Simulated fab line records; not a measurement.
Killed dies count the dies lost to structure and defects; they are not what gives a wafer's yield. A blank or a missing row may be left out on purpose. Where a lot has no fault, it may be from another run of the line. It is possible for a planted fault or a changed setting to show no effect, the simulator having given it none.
Split-lot study / flow n5Finfet / 21 wafers read from 7 lots, route of 1938 steps

## ABOUT THE SPLIT
At N5_MOL_CONTACT_COAG_CVD_140 (deposits W, target thk 66.5 nm, time 215 s), the setting targetThkA was moved away from the recipe's 665 angstrom on 10 of the 21 wafers read, by -11.8% to +12.4%. This setting was run at the recipe's value on the other wafers.

Reading taken at the split's own step.

## THE READING
W_of_MOL_CONTACT_COAG_CVD_140.thkNm (the simulator's own value, which no gauge read), in nm, at N5_MOL_CONTACT_COAG_CVD_140 (deposits W, target thk 66.5 nm, time 215 s). There is no usual value for it anywhere in the file. Across the 11 wafers here that went through the recipe, the average is 67.0 nm and the standard deviation 0.83 nm.

wafer=L080.3; tool, chamber at the split=cvdW-01, 0; targetThkA as run, angstrom=665; against the recipe=recipe; W_of_MOL_CONTACT_COAG_CVD_140.thkNm, nm=68; against lot-mates on the recipe=-
wafer=L080.5; tool, chamber at the split=cvdW-01, 1; targetThkA as run, angstrom=739.8; against the recipe=+11.2%; W_of_MOL_CONTACT_COAG_CVD_140.thkNm, nm=74; against lot-mates on the recipe=+6.0
wafer=L080.6; tool, chamber at the split=cvdW-01, 0; targetThkA as run, angstrom=739.8; against the recipe=+11.2%; W_of_MOL_CONTACT_COAG_CVD_140.thkNm, nm=75; against lot-mates on the recipe=+7.0
wafer=L082.4; tool, chamber at the split=cvdW-01, 0; targetThkA as run, angstrom=717.9; against the recipe=+8.0%; W_of_MOL_CONTACT_COAG_CVD_140.thkNm, nm=72.2; against lot-mates on the recipe=+6.6
wafer=L082.5; tool, chamber at the split=cvdW-01, 0; targetThkA as run, angstrom=717.9; against the recipe=+8.0%; W_of_MOL_CONTACT_COAG_CVD_140.thkNm, nm=72.6; against lot-mates on the recipe=+7.0
wafer=L082.6; tool, chamber at the split=cvdW-01, 1; targetThkA as run, angstrom=665; against the recipe=recipe; W_of_MOL_CONTACT_COAG_CVD_140.thkNm, nm=65.6; against lot-mates on the recipe=-
wafer=L083.3; tool, chamber at the split=cvdW-01, 1; targetThkA as run, angstrom=665; against the recipe=recipe; W_of_MOL_CONTACT_COAG_CVD_140.thkNm, nm=67.2; against lot-mates on the recipe=-
wafer=L083.4; tool, chamber at the split=cvdW-01, 0; targetThkA as run, angstrom=665; against the recipe=recipe; W_of_MOL_CONTACT_COAG_CVD_140.thkNm, nm=68; against lot-mates on the recipe=-
wafer=L083.5; tool, chamber at the split=cvdW-01, 0; targetThkA as run, angstrom=747.5; against the recipe=+12.4%; W_of_MOL_CONTACT_COAG_CVD_140.thkNm, nm=76.2; against lot-mates on the recipe=+8.6
wafer=L084.1; tool, chamber at the split=cvdW-01, 1; targetThkA as run, angstrom=665; against the recipe=recipe; W_of_MOL_CONTACT_COAG_CVD_140.thkNm, nm=66.2; against lot-mates on the recipe=-
wafer=L084.3; tool, chamber at the split=cvdW-01, 0; targetThkA as run, angstrom=665; against the recipe=recipe; W_of_MOL_CONTACT_COAG_CVD_140.thkNm, nm=67.6; against lot-mates on the recipe=-
wafer=L084.4; tool, chamber at the split=cvdW-01, 1; targetThkA as run, angstrom=741.3; against the recipe=+11.5%; W_of_MOL_CONTACT_COAG_CVD_140.thkNm, nm=73.6; against lot-mates on the recipe=+6.7
wafer=L086.1; tool, chamber at the split=cvdW-01, 0; targetThkA as run, angstrom=586.5; against the recipe=-11.8%; W_of_MOL_CONTACT_COAG_CVD_140.thkNm, nm=60; against lot-mates on the recipe=-7.8
wafer=L086.4; tool, chamber at the split=cvdW-01, 0; targetThkA as run, angstrom=665; against the recipe=recipe; W_of_MOL_CONTACT_COAG_CVD_140.thkNm, nm=67.8; against lot-mates on the recipe=-
wafer=L086.6; tool, chamber at the split=cvdW-01, 0; targetThkA as run, angstrom=586.5; against the recipe=-11.8%; W_of_MOL_CONTACT_COAG_CVD_140.thkNm, nm=59.8; against lot-mates on the recipe=-8.0
wafer=L092.1; tool, chamber at the split=cvdW-02, 1; targetThkA as run, angstrom=602.5; against the recipe=-9.4%; W_of_MOL_CONTACT_COAG_CVD_140.thkNm, nm=61.6; against lot-mates on the recipe=-5.4
wafer=L092.3; tool, chamber at the split=cvdW-02, 1; targetThkA as run, angstrom=602.5; against the recipe=-9.4%; W_of_MOL_CONTACT_COAG_CVD_140.thkNm, nm=62.2; against lot-mates on the recipe=-4.8
wafer=L092.4; tool, chamber at the split=cvdW-02, 0; targetThkA as run, angstrom=665; against the recipe=recipe; W_of_MOL_CONTACT_COAG_CVD_140.thkNm, nm=67; against lot-mates on the recipe=-
wafer=L097.2; tool, chamber at the split=cvdW-01, 1; targetThkA as run, angstrom=665; against the recipe=recipe; W_of_MOL_CONTACT_COAG_CVD_140.thkNm, nm=66; against lot-mates on the recipe=-
wafer=L097.4; tool, chamber at the split=cvdW-01, 1; targetThkA as run, angstrom=665; against the recipe=recipe; W_of_MOL_CONTACT_COAG_CVD_140.thkNm, nm=66; against lot-mates on the recipe=-
wafer=L097.6; tool, chamber at the split=cvdW-01, 0; targetThkA as run, angstrom=665; against the recipe=recipe; W_of_MOL_CONTACT_COAG_CVD_140.thkNm, nm=67.2; against lot-mates on the recipe=-

THE FIT
A straight line over all 21 wafers: W_of_MOL_CONTACT_COAG_CVD_140.thkNm changes by +0.628 nm for each +1% of targetThkA; r = +0.99; the points scatter about the line by 0.8 nm.
The same after taking each lot's own level away (the mean of its wafers on the recipe; 21 wafers): +0.64 nm for each +1%; r = +0.99; scatter 0.8 nm.
Per that fit: largest targetThkA move, reading shift of 7.9 nm.
The span of the lots' own levels, 65.60 to 68.00 nm, comes to 2.9 times the standard deviation stated above.
The two slopes are in agreement: the lot-to-lot level therefore moves the slope only a little.
Check: +7.99 nm against its lot-mates is what the line predicts for one of the wafers moved furthest among these (+12.4%) when that wafer is left out of the fit. Against them it came out at +8.6 nm.

## FILE'S OWN FIT
W_of_MOL_CONTACT_COAG_CVD_140.thkNm changes by +0.643 nm for each +1% of targetThkA, r = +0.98.
